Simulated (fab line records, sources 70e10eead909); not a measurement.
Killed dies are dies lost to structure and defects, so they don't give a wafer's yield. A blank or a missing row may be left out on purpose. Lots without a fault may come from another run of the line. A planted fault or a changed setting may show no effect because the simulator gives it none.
Which tool did it? | flow nand_harc | 12 lots, 36 wafers sampled, at 5 steps of a route of 1302

WHAT THE GAUGES READ, wafer by wafer
NHARC_END_SORT_01. Usual: defect_limited_yield 91.3 %, standard deviation 2.8; killed_at_array 54, standard deviation 18; killed_at_other 0.7, standard deviation 0.87; killed_at_periphery 3.7, standard deviation 2.5; killed_dies 59, standard deviation 19; killed_open 3.3, standard deviation 2; killed_short 2.6, standard deviation 1.6; sort_bin_2_pct 3.1 %, standard deviation 1.2; sort_bin_3_pct 0.6 %, standard deviation 0.35; sort_bin_4_pct 5.0 %, standard deviation 1.6; sort_n_pass 618, standard deviation 19; sort_rim_yield_pct 92 %, standard deviation 4.4; sort_yield_pct 91.3 %, standard deviation 2.8.
lot  | measured     | on        | defect_limited_yield (%) | killed_at_array | killed_at_other | killed_at_periphery | killed_dies | killed_open | killed_short | sort_bin_2_pct (%) | sort_bin_3_pct (%) | sort_bin_4_pct (%) | sort_n_pass | sort_rim_yield_pct (%) | sort_yield_pct (%) | flag
L288 | day 26 21:51 | prober-02 | 92.0 93.2 93.8           | 52 44 40        | 1 0 0           | 1 2 2               | 54 46 42    | 2 3 1       | 2 2 2        | 2.2 1.6 1.9        | 0.7 0.6 0.6        | 5.0 4.6 3.7        | 623 631 635 | 91 98 94               | 92.0 93.2 93.8     |
L290 | day 27 16:31 | prober-01 | 93.9 92.8 90.0           | 38 46 64        | 0 0 1           | 3 3 3               | 41 49 68    | 1 5 7       | 4 1 4        | 1.9 2.7 3.2        | 0.1 0.9 0.7        | 4.0 3.7 6.1        | 636 628 609 | 94 94 94               | 93.9 92.8 90.0     |
L296 | day 28 01:11 | prober-01 | 94.7 94.5 95.6           | 31 34 27        | 0 0 2           | 5 3 1               | 36 37 30    | 2 5 3       | 3 4 1        | 1.3 1.8 1.2        | 0.3 0.6 0          | 3.7 3.1 3.2        | 641 640 647 | 94 96 94               | 94.7 94.5 95.6     |
L293 | day 28 10:23 | prober-02 | 91.6 93.1 91.4           | 53 44 52        | 0 0 2           | 4 3 4               | 57 47 58    | 3 3 5       | 1 3 4        | 2.7 2.2 3.7        | 0.6 0.9 0.6        | 5.2 3.8 4.3        | 620 630 619 | 97 91 96               | 91.6 93.1 91.4     |
L297 | day 29 17:52 | prober-02 | 96.2 96.8 96.5           | 23 20 22        | 1 0 1           | 2 2 1               | 26 22 24    | 4 3 3       | 4 4 1        | 1.6 0.7 0.6        | 0 0.1 0.3          | 2.2 2.4 2.7        | 651 655 653 | 96 94 94               | 96.2 96.8 96.5     |
L299 | day 30 04:58 | prober-02 | 91.4 90.8 91.9           | 53 58 51        | 1 3 3           | 4 1 1               | 58 62 55    | 3 1 1       | 4 4 0        | 3.8 3.2 4.1        | 0.4 0.7 0.1        | 4.3 5.2 3.8        | 619 615 622 | 88 90 90               | 91.4 90.8 91.9     |
L307 | day 33 21:07 | prober-02 | 91.9 91.9 90.4           | 45 52 58        | 3 1 0           | 7 2 7               | 55 55 65    | 3 5 4       | 1 2 1        | 2.2 1.6 2.1        | 0.6 0.7 0.4        | 5.3 5.8 7.1        | 622 622 612 | 97 94 93               | 91.9 91.9 90.4     |

WHICH TOOL RAN EACH LOT (tool, then ch and the chambers of the sampled wafers, then the start)
lot  | NHARC_A_M0_ETCH_15                            | NHARC_A_M0_PRE_CLEAN_29                 | NHARC_A_M0_CMP_23             | NHARC_A_M1_EXPOSE_06
L286 | rie_diel-07 ch 0,1,2, day 23 06:35 or earlier | pvd_sputter-01, day 23 06:35 or earlier | cmp-03 ch 1,2,3, day 23 06:35 | arfi_scanner-03 ch 0, day 23 08:18
L288 | rie_diel-07 ch 1,3, day 24 06:06 or earlier   | pvd_sputter-03, day 24 06:06 or earlier | cmp-02 ch 1,2,3, day 24 06:06 | arfi_scanner-01 ch 0, day 24 07:58
L289 | rie_diel-01 ch 0,1,3, day 24 07:30 or earlier | pvd_sputter-02, day 24 07:30 or earlier | cmp-03 ch 0,1,2, day 24 07:30 | arfi_scanner-02 ch 0, day 24 09:20
L290 | rie_diel-07 ch 0,3, day 24 12:17 or earlier   | pvd_sputter-03, day 24 12:17 or earlier | cmp-04 ch 0,3, day 24 12:17   | arfi_scanner-01 ch 0, day 24 13:59
L296 | rie_diel-07 ch 0,1,3, day 26 09:34 or earlier | pvd_sputter-03, day 26 09:34 or earlier | cmp-04 ch 0,1, day 26 09:34   | arfi_scanner-03 ch 0, day 26 11:19
L293 | rie_diel-07 ch 0,2,3, day 26 17:37 or earlier | pvd_sputter-03, day 26 17:37 or earlier | cmp-04 ch 0,1,2, day 26 17:37 | arfi_scanner-02 ch 0, day 26 19:17
L294 | rie_diel-07 ch 0,2, day 26 19:31 or earlier   | pvd_sputter-01, day 26 19:31 or earlier | cmp-02 ch 0,2,3, day 26 19:31 | arfi_scanner-02 ch 0, day 26 21:05
L295 | rie_diel-07 ch 0,3, day 27 00:02 or earlier   | pvd_sputter-02, day 27 00:02 or earlier | cmp-03 ch 0,2,3, day 27 00:02 | arfi_scanner-03 ch 0, day 27 01:44
L297 | rie_diel-07 ch 1,2,3, day 27 22:02 or earlier | pvd_sputter-01, day 27 22:02 or earlier | cmp-03 ch 1,2,3, day 27 22:02 | arfi_scanner-03 ch 0, day 27 23:44
L299 | rie_diel-07 ch 0,1,3, day 28 13:20 or earlier | pvd_sputter-01, day 28 13:20 or earlier | cmp-03 ch 1,2, day 28 13:20   | arfi_scanner-01 ch 0, day 28 15:05
L308 | rie_diel-07 ch 0,1,3, day 31 21:04 or earlier | pvd_sputter-01, day 31 21:04 or earlier | cmp-02 ch 0,2,3, day 31 21:04 | arfi_scanner-01 ch 0, day 31 22:49
L307 | rie_diel-07 ch 0,1,2, day 32 05:48 or earlier | pvd_sputter-02, day 32 05:48 or earlier | cmp-02 ch 1,2,3, day 32 05:48 | arfi_scanner-03 ch 0, day 32 07:32
- NHARC_A_M0_ETCH_15: etches the open film in C4F8/Ar, target depth 150 nm, overetch 15 nm, time 82.5 s.
- NHARC_A_M0_PRE_CLEAN_29: time 30 s.
- NHARC_A_M0_CMP_23: polishes, t overpolish 20 s, target thk 113.75 nm.
- NHARC_A_M1_EXPOSE_06: exposes mask A M1, target cd 120 nm.

WHAT THE TOOLS THEMSELVES READ (means of the sampled wafers that have a number; where no wafer has one, the mark that the record gives instead)
NHARC_A_M0_ETCH_15. Usual: oes_product_au 0.942 a.u., standard deviation 0.023; rf_vpp_V 441.3 V, standard deviation 2.3.
lot  | tool        | oes_product_au (a.u.) | rf_vpp_V (V) | flag
L286 | rie_diel-07 | 0.961                 | 443.1        |
L288 | rie_diel-07 | 0.938                 | 442.1        |
L289 | rie_diel-01 | 0.925                 | 439.1        |
L290 | rie_diel-07 | 0.966                 | 441.0        |
L296 | rie_diel-07 | 0.916                 | 441.7        |
L293 | rie_diel-07 | 0.962                 | 441.9        |
L294 | rie_diel-07 | 0.928                 | 442.1        |
L295 | rie_diel-07 | 0.923                 | 440.7        |
L297 | rie_diel-07 | 0.915                 | 442.4        |
L299 | rie_diel-07 | 0.965                 | 441.3        |
L308 | rie_diel-07 | 0.924                 | 441.3        |
L307 | rie_diel-07 | 0.924                 | 442.3        |

NHARC_A_M0_PRE_CLEAN_29. Usual: heater_power_w 398 W, standard deviation 47.
lot  | tool           | heater_power_w (W) | flag
L286 | pvd_sputter-01 | 423                |
L288 | pvd_sputter-03 | 438                |
L289 | pvd_sputter-02 | 404                |
L290 | pvd_sputter-03 | 412                |
L296 | pvd_sputter-03 | 416                |
L293 | pvd_sputter-03 | 428                |
L294 | pvd_sputter-01 | 349                |
L295 | pvd_sputter-02 | 395                |
L297 | pvd_sputter-01 | 390                |
L299 | pvd_sputter-01 | 403                |
L308 | pvd_sputter-01 | 395                |
L307 | pvd_sputter-02 | 412                |

NHARC_A_M0_CMP_23. Usual: edge_zone_pressure_frac 0.999, standard deviation 0.0051; motor_current_A 12.2 A, standard deviation 1.6; time_to_endpoint_s 28.7 s, standard deviation 2.4.
lot  | tool   | edge_zone_pressure_frac | motor_current_A (A) | time_to_endpoint_s (s) | flag
L286 | cmp-03 | 1.002                   | 13.1                | 28.3                   |
L288 | cmp-02 | 1.002                   | 11.5                | 30.0                   |
L289 | cmp-03 | 0.998                   | 11.9                | 30.4                   |
L290 | cmp-04 | 0.999                   | 14.9                | 26.2                   |
L296 | cmp-04 | 0.999                   | 11.9                | 27.8                   |
L293 | cmp-04 | 0.995                   | 11.1                | 28.7                   |
L294 | cmp-02 | 0.993                   | 11.8                | 31.9                   |
L295 | cmp-03 | 1.001                   | 13.2                | 31.8                   |
L297 | cmp-03 | 0.997                   | 13.1                | 30.5                   |
L299 | cmp-03 | 1.000                   | 12.4                | 31.0                   |
L308 | cmp-02 | 1.003                   | 12.5                | 27.5                   |
L307 | cmp-02 | 1.000                   | 11.6                | 28.8                   |

NHARC_A_M1_EXPOSE_06. Usual: exposure_dose_mJ_cm2 75.13, standard deviation 0.073.
lot  | tool            | exposure_dose_mJ_cm2 | flag
L286 | arfi_scanner-03 | 75.10                |
L288 | arfi_scanner-01 | 75.12                |
L289 | arfi_scanner-02 | 75.23                |
L290 | arfi_scanner-01 | 75.12                |
L296 | arfi_scanner-03 | 75.12                |
L293 | arfi_scanner-02 | 75.23                |
L294 | arfi_scanner-02 | 75.11                |
L295 | arfi_scanner-03 | 75.14                |
L297 | arfi_scanner-03 | 75.18                |
L299 | arfi_scanner-01 | 75.10                |
L308 | arfi_scanner-01 | 75.12                |
L307 | arfi_scanner-03 | 74.33                | OFF

THE ANSWER, worked out from the rows above alone
Rule: a lot is off if the mean of its wafers that have a number lies more than 3 standard deviations from the usual mean. A lot without any number at a reading at which 4 lots or more have one is off too. The other lots that the step has rows for count as sound. The gauges are gone through in route order, then the tools' own readings, and for those a lot's mean is taken as printed above. The first step at which some lot is off is used, and at that step the reading that is off furthest; a lot without a number counts as furthest.
Off: L307, at NHARC_A_M1_EXPOSE_06 (exposure_dose_mJ_cm2).
A tool fits if, at that step or a process step before it, it ran every lot that is off, and no sound lot after the first of them. NHARC_A_M0_ETCH_15 gives no start for some lots, so the hours and the order of its lots are those of NHARC_A_M0_CMP_23. NHARC_A_M0_PRE_CLEAN_29 gives no start for some lots, so the hours and the order of its lots are those of NHARC_A_M0_CMP_23. Can't be told from this: 4 tools fit, rie_diel-07 at NHARC_A_M0_ETCH_15, pvd_sputter-02 at NHARC_A_M0_PRE_CLEAN_29, cmp-02 at NHARC_A_M0_CMP_23, arfi_scanner-03 at NHARC_A_M1_EXPOSE_06.

WHAT THE SIMULATOR HAD PUT IN
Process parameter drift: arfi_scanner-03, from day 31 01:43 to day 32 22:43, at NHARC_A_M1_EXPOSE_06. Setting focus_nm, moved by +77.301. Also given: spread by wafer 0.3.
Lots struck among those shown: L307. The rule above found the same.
